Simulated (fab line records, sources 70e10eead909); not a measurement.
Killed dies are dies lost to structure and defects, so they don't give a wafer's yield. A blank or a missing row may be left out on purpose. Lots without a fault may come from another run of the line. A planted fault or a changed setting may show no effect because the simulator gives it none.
A struck lot beside a sound one | flow nand_harc | 16 steps out of a route of 1302
Sound: wafers L789.3, L789.4, L789.6. Struck: wafers L798.2, L798.6. (L798.1 of the same lot was not struck and is left out.) The cause comes at the end.
At each step with rows: each side's tool, then ch and its chambers, then its first start. Under that, the readings that differ: sound wafers | struck wafers | difference of the means | sigmas: that difference in standard deviations of wafers without a fault.
alike: readings whose means differ by less than 2 such deviations, and words and numbers that are the same on both sides. not compared: withheld readings, readings that some wafer has no value for, bounds like >300 that may hide the same value, and numbers for which the record gives no deviation and whose values overlap.
The two part at a step that has a row with sigmas, a row that says differs or no value, or rows on one side only. Numbers that don't overlap but have no deviation are shown without sigmas and don't part them. A reading that every wafer of one side lacks parts them only if that side has two wafers or more.

NHARC_A_DECK1_JOINT_INSPECT_05:
  sound on defect_inspect-02, day 12 18:54; struck on defect_inspect-01, day 16 03:54
  alike: raw_defect_count
then, 1 step without rows for these wafers: NHARC_A_ONON_D2_DEP_00 (target thk 1000 nm).
NHARC_A_ONON_D2_THK_MEAS_02: measures by ellipsometry.
  sound on film_metro-02, day 12 19:28; struck on film_metro-02, day 16 04:29
  reading     | sound          | struck  | difference | sigmas
  thk_nm (nm) | 1012 1009 1012 | 988 992 | -21        | -3
then, 1 step without rows for these wafers: NHARC_A_ONON_D2_DEP_03 (target thk 1000 nm).
NHARC_A_ONON_D2_THK_MEAS_05: measures by ellipsometry.
  sound on film_metro-02, day 12 20:02; struck on film_metro-01, day 16 05:03
  alike: thk_nm
then, 1 step without rows for these wafers: NHARC_A_ONON_D2_DEP_06 (target thk 1000 nm).
NHARC_A_ONON_D2_THK_MEAS_08: measures by ellipsometry.
  sound on film_metro-01, day 12 20:35; struck on film_metro-01, day 16 05:37
  alike: thk_nm
then, 1 step without rows for these wafers: NHARC_A_ONON_D2_DEP_09 (target thk 1000 nm).
NHARC_A_ONON_D2_THK_MEAS_11: measures by ellipsometry.
  sound on film_metro-01, day 12 21:10; struck on film_metro-01, day 16 06:11
  alike: thk_nm
then, 1 step without rows for these wafers: NHARC_A_ONON_D2_DEP_12 (target thk 1000 nm).
NHARC_A_ONON_D2_THK_MEAS_14: measures by ellipsometry.
  sound on film_metro-01, day 12 21:43; struck on film_metro-02, day 16 06:44
  alike: thk_nm
then, 1 step without rows for these wafers: NHARC_A_ONON_D2_ANNEAL_15 (time 3600 s).
NHARC_A_ONON_D2_DEP_16: target thk 1000 nm.
  sound on pecvd_onon-01 ch 0, day 13 05:32; struck on pecvd_onon-03 ch 0, day 16 17:17
NHARC_A_ONON_D2_THK_MEAS_18: measures by ellipsometry.
  sound on film_metro-02, day 13 05:56; struck on film_metro-01, day 16 17:47
  reading     | sound       | struck  | difference | sigmas
  thk_nm (nm) | 990 991 992 | 709 711 | -281       | -23
then, 1 step without rows for these wafers: NHARC_A_ONON_D2_DEP_19 (target thk 1000 nm).
-- the record jumps here: 12 days lie between the struck wafers' starts before and after (it left off in module A_ONON_D2 and takes up again in module END, whose first step shown is number 1302 of the route) --
NHARC_END_SORT_01:
  the record has rows for the struck wafers here (prober-01 ch 0, day 28 14:59) and none for the sound ones

WHERE THEY PART
First at NHARC_A_ONON_D2_THK_MEAS_02; last, within this record, at NHARC_END_SORT_01.

WHY: what the simulator had put in
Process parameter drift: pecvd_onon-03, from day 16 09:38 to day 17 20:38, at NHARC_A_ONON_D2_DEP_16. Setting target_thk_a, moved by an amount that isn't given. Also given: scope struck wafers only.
